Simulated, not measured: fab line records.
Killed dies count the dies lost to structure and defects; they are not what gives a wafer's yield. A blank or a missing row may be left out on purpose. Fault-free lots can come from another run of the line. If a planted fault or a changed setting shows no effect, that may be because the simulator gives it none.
Comparing a struck lot with a sound one ; flow n5 finfet ; 39 steps out of a route of 1938
Sound: wafers L472.3, L472.4, L472.5. Struck: wafers L465.2, L465.5, L465.6. Last of all comes the cause.
Each step with rows lists, per side, the tool, then ch with its chambers, then its first start. Under that, the readings that differ: sound wafers ; struck wafers ; difference of the means ; sigmas: that difference in standard deviations of wafers without a fault.
alike: readings with means less than 2 such deviations apart, plus words and numbers identical on both sides. not compared: withheld readings, readings lacking a value on some wafer, bounds such as >300 that could conceal the same value, and numbers that have no deviation in the record and whose values overlap.
A row with sigmas, a row that says differs or no value, or rows on one side alone: a step with any of these is where the two part. Numbers that don't overlap but have no deviation are shown without sigmas and don't part them. A reading that every wafer of one side lacks parts them only if that side has two wafers or more.

first, 9 steps without rows for these wafers: N5_BEOL_M4_ANNEAL_95 (time 240 s); N5_BEOL_M4_SPUTTER_96 (material Cu, target thk 4.5 nm, time 8.29 s); N5_BEOL_M4_ECD_50 (material Cu, target thk 300 nm); N5_BEOL_M4_ANNEAL_51 (time 90 s); N5_BEOL_M4_CMP_52 (polishes, stops on SiOC, t overpolish 6.8 s, target thk 40 nm); N5_BEOL_M4_PRE_CLEAN_60 (time 15 s); N5_BEOL_M4_CO_CAP_55 (material Co, precursor CCTBA/H2, target thk 2 nm, time 102.1 s); N5_BEOL_M4_PRE_CLEAN_56 (time 15 s); N5_BEOL_M4_DEP_57 (deposits SiCN from 3MS/NH3, target thk 8 nm, time 14 s).
N5_BEOL_M4_RC_MEAS_101:
  sound on prober-01 ch 0, day 12 03:05; struck on prober-01 ch 0, day 10 09:02
  alike: DIBL_N, DIBL_P, IOFF_N, IOFF_P, ION_N, ION_P, SS_N, SS_P, VT_N, VT_P
then, 24 steps without rows for these wafers: N5_BEOL_M5_ILD_DEP_00 (deposits SiCOH lowk from DEMS/porogen, target thk 140.64 nm, time 25.9 s); N5_BEOL_M5_CURE_79 (cures SiCOH lowk, time 240 s); N5_BEOL_M5_PECVD_70 (deposits SiO2 from TEOS/O2, target thk 16 nm, time 18 s); N5_BEOL_M5_HM_DEP_02 (deposits TiN, target thk 20 nm); N5_BEOL_M5_COAT_59 (time 60 s, resist thk 60 nm); N5_BEOL_M5_COAT_60 (time 60 s, resist thk 12 nm); N5_BEOL_M5_COAT_71 (time 60 s, resist thk 5 nm); N5_BEOL_M5_COAT_05 (resist thk 30 nm); N5_BEOL_M5_EBR_07; N5_BEOL_M5_SOFTBAKE_06 (time 60 s); N5_BEOL_M5_EXPOSE_08 (exposes mask M5, target cd 28 nm); N5_BEOL_M5_PEB_09 (peb time 60 s); N5_BEOL_M5_DEVELOP_10 (develop time 30 s); N5_BEOL_M5_DESCUM_16 (chemistry O2, time 7 s); N5_BEOL_M5_ETCH_72 (etches underlayer in N2/H2, target depth 6.5 nm, time 5.2 s); N5_BEOL_M5_ETCH_61 (etches SiARC in CF4, target depth 15.6 nm, time 26 s); N5_BEOL_M5_ETCH_62 (etches SOC in N2/H2, target depth 75 nm, overetch 15 nm, time 112.5 s); N5_BEOL_M5_STRIP_63 (strips in N2/H2); N5_BEOL_M5_STRIP_73 (strips in N2/H2); N5_BEOL_M5_STRIP_64 (strips in CF4); N5_BEOL_M5_HM_OPEN_17 (chemistry Cl2/BCl3, target TiN, target depth 20 nm, overetch 6 nm); N5_BEOL_M5_STRIP_19 (strips in O2); N5_BEOL_M5_COAT_65 (time 60 s, resist thk 60 nm); N5_BEOL_M5_COAT_66 (time 60 s, resist thk 12 nm).
-- the record jumps here: 3 days lie between the struck wafers' starts before and after (it left off in module BEOL_M5 and takes up again in module BEOL_M15, whose first step shown is number 1809 of the route) --
N5_BEOL_M15_TRENCH_ETCH_34: etches SiO2 in C4F8/O2/Ar, target depth 872.93 nm, time 199 s.
  sound on rie diel-03 ch 0,1,2, day 15 17:32; struck on rie diel-01 ch 0,3, day 13 20:38
  no value came back on the struck wafers for any of 8 readings (C4F8_flow_sccm (sccm), O2_flow_sccm (sccm) and others); on the sound wafers C4F8_flow_sccm (sccm) reads 15.96 15.99 15.95
reading;sound;struck;difference;sigmas
model.coat_of_BEOL_M15_COAT_22.thk nm (nm);528.2 549.4 544.4;720.6 713.8 722.6;+178.3;
  not compared: rf hours counter h
N5_BEOL_M15_CMP_49: polishes, stops on SiO2, t overpolish 4.9 s, target thk 850 nm.
  sound on cmp-04 ch 0,1,2, day 15 21:14; struck on cmp-02 ch 0,1,2, day 14 00:16
reading;sound;struck;difference;sigmas
model.Cu_of_BEOL_M15_ECD_47.thk nm (nm);870.8 836.8 820.6;0 0 0;-843;
  alike: motor current A
N5_BEOL_M15_THK_MEAS_50: measures by xrf.
  sound on film metro-01 at day 15 21:28; struck on film metro-01 at day 14 00:26
reading;sound;struck;difference;sigmas
M15_THK (nm);877 844 831;- - -;no value on the struck wafers;
N5_BEOL_M15_RS_MEAS_54: the measuring method here is four-point-probe.
  sound on film metro-01 at day 15 21:35; struck on film metro-02 at day 14 00:34
reading;sound;struck;difference;sigmas
M15_RS (ohm/sq);0.0210 0.0219 0.0224;33.727 33.085 33.358;+33.368;+99 or more
N5_PASSIVATION_PROBE_49:
  sound on prober-02 at day 16 10:11; struck on prober-01 at day 14 13:30
reading;sound;struck;difference;sigmas
defect limited yield (%);89.7 92.3 90.6;0 0 0;-91;-61
killed_at_M4_up;17 15 19;1093 1084 1113;+1080;+99 or more
killed dies;121 91 111;1180 1180 1180;+1072;+60
killed on rim;12 14 15;152 152 152;+138;+33
sort_bin_5_function (%);6.6 4.2 5.6;96.5 96.1 96.4;+90.9;+91
sort n pass;1059 1089 1069;0 0 0;-1072;-60
sort yield pct (%);89.7 92.3 90.6;0 0 0;-91;-61
  alike: killed_at_M0_to_M3, killed at contacts, killed at front end, killed at other, killed open, killed short, sort_bin_6_memory

== WHERE THEY PART ==
At N5_BEOL_M15_TRENCH_ETCH_34 first; at N5_PASSIVATION_PROBE_49 last (within this record only).

WHY: what the simulator had put in
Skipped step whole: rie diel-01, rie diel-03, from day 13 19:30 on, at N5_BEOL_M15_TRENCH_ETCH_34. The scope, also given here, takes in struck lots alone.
